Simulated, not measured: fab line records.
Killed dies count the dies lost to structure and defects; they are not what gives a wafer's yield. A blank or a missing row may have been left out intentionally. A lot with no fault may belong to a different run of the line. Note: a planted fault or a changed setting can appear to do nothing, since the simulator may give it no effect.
Chamber matching / flow n5-finfet / N5_BEOL_M10_STRIP_19 on rie-diel-04 has 4 sister chambers
The step strips in O2. 16 wafers are shown with their chamber, then 8 later ones without.

== WAFERS WITH THEIR CHAMBER ==
wafer=L078.1; chamber=0; showerhead-plenum-p-Torr (Torr)=2.05; drypump-motor-current-A (A)=5.9; throttle-valve-pct (%)=16.60
wafer=L078.2; chamber=3; showerhead-plenum-p-Torr (Torr)=2.15; drypump-motor-current-A (A)=5.6; throttle-valve-pct (%)=16.52
wafer=L078.3; chamber=2; showerhead-plenum-p-Torr (Torr)=2.13; drypump-motor-current-A (A)=5.0; throttle-valve-pct (%)=16.37
wafer=L078.4; chamber=1; showerhead-plenum-p-Torr (Torr)=2.23; drypump-motor-current-A (A)=5.1; throttle-valve-pct (%)=16.48
wafer=L078.5; chamber=1; showerhead-plenum-p-Torr (Torr)=2.23; drypump-motor-current-A (A)=5.2; throttle-valve-pct (%)=16.48
wafer=L078.6; chamber=0; showerhead-plenum-p-Torr (Torr)=2.05; drypump-motor-current-A (A)=5.9; throttle-valve-pct (%)=16.59
wafer=L085.1; chamber=1; showerhead-plenum-p-Torr (Torr)=2.23; drypump-motor-current-A (A)=5.2; throttle-valve-pct (%)=16.51
wafer=L085.2; chamber=0; showerhead-plenum-p-Torr (Torr)=2.04; drypump-motor-current-A (A)=5.8; throttle-valve-pct (%)=16.58
wafer=L085.6; chamber=2; showerhead-plenum-p-Torr (Torr)=2.12; drypump-motor-current-A (A)=5.0; throttle-valve-pct (%)=16.39
wafer=L086.3; chamber=2; showerhead-plenum-p-Torr (Torr)=2.12; drypump-motor-current-A (A)=5.0; throttle-valve-pct (%)=16.41
wafer=L086.4; chamber=1; showerhead-plenum-p-Torr (Torr)=2.23; drypump-motor-current-A (A)=5.2; throttle-valve-pct (%)=16.50
wafer=L086.5; chamber=2; showerhead-plenum-p-Torr (Torr)=2.12; drypump-motor-current-A (A)=5.0; throttle-valve-pct (%)=16.39
wafer=L090.4; chamber=2; showerhead-plenum-p-Torr (Torr)=2.12; drypump-motor-current-A (A)=4.9; throttle-valve-pct (%)=16.42
wafer=L090.5; chamber=2; showerhead-plenum-p-Torr (Torr)=2.12; drypump-motor-current-A (A)=5.0; throttle-valve-pct (%)=16.40
wafer=L090.6; chamber=3; showerhead-plenum-p-Torr (Torr)=2.14; drypump-motor-current-A (A)=5.6; throttle-valve-pct (%)=16.54
wafer=L095.4; chamber=3; showerhead-plenum-p-Torr (Torr)=2.14; drypump-motor-current-A (A)=5.6; throttle-valve-pct (%)=16.57

SIGNATURES, as means of the wafers listed above
reading=showerhead-plenum-p-Torr; chamber 0=2.0467; chamber 1=2.2300; chamber 2=2.1217; chamber 3=2.1433; scatter within a chamber=0.00425
reading=drypump-motor-current-A; chamber 0=5.867; chamber 1=5.175; chamber 2=4.983; chamber 3=5.600; scatter within a chamber=0.0433
reading=throttle-valve-pct; chamber 0=16.5900; chamber 1=16.4925; chamber 2=16.3967; chamber 3=16.5433; scatter within a chamber=0.0175
Rule: a wafer lies at a distance from a chamber equal to the root of the sum of squares, over the readings, of (its reading less the chamber's mean, divided by the reading's scatter). If the next closest chamber is less than 2 further off than the closest, the wafer can't be placed; otherwise it belongs to the closest. The scatter is the square root of a quotient: the sum, over the shown wafers, of each reading's squared deviation from its chamber's mean, divided by wafers minus chambers.

== WAFERS WITH NO CHAMBER GIVEN ==
wafer=L095.5; showerhead-plenum-p-Torr (Torr)=2.04; drypump-motor-current-A (A)=5.9; throttle-valve-pct (%)=16.65
wafer=L095.6; showerhead-plenum-p-Torr (Torr)=2.11; drypump-motor-current-A (A)=5.0; throttle-valve-pct (%)=16.45
wafer=L094.2; showerhead-plenum-p-Torr (Torr)=2.14; drypump-motor-current-A (A)=5.6; throttle-valve-pct (%)=16.57
wafer=L094.3; showerhead-plenum-p-Torr (Torr)=2.11; drypump-motor-current-A (A)=5.0; throttle-valve-pct (%)=16.43
wafer=L094.4; showerhead-plenum-p-Torr (Torr)=2.14; drypump-motor-current-A (A)=5.6; throttle-valve-pct (%)=16.57
wafer=L097.2; showerhead-plenum-p-Torr (Torr)=2.22; drypump-motor-current-A (A)=5.2; throttle-valve-pct (%)=16.55
wafer=L097.4; showerhead-plenum-p-Torr (Torr)=2.11; drypump-motor-current-A (A)=5.0; throttle-valve-pct (%)=16.45
wafer=L097.5; showerhead-plenum-p-Torr (Torr)=2.03; drypump-motor-current-A (A)=5.9; throttle-valve-pct (%)=16.68

== WHICH CHAMBER EACH WENT THROUGH ==
wafer=L095.5; from the rows above=0; in truth=0
wafer=L095.6; from the rows above=2; in truth=2
wafer=L094.2; from the rows above=3; in truth=3
wafer=L094.3; from the rows above=2; in truth=2
wafer=L094.4; from the rows above=3; in truth=3
wafer=L097.2; from the rows above=1; in truth=1
wafer=L097.4; from the rows above=2; in truth=2
wafer=L097.5; from the rows above=0; in truth=0
Correctly placed: 8 of 8. Left unplaced by these rows: 0. Number placed wrongly: 0.
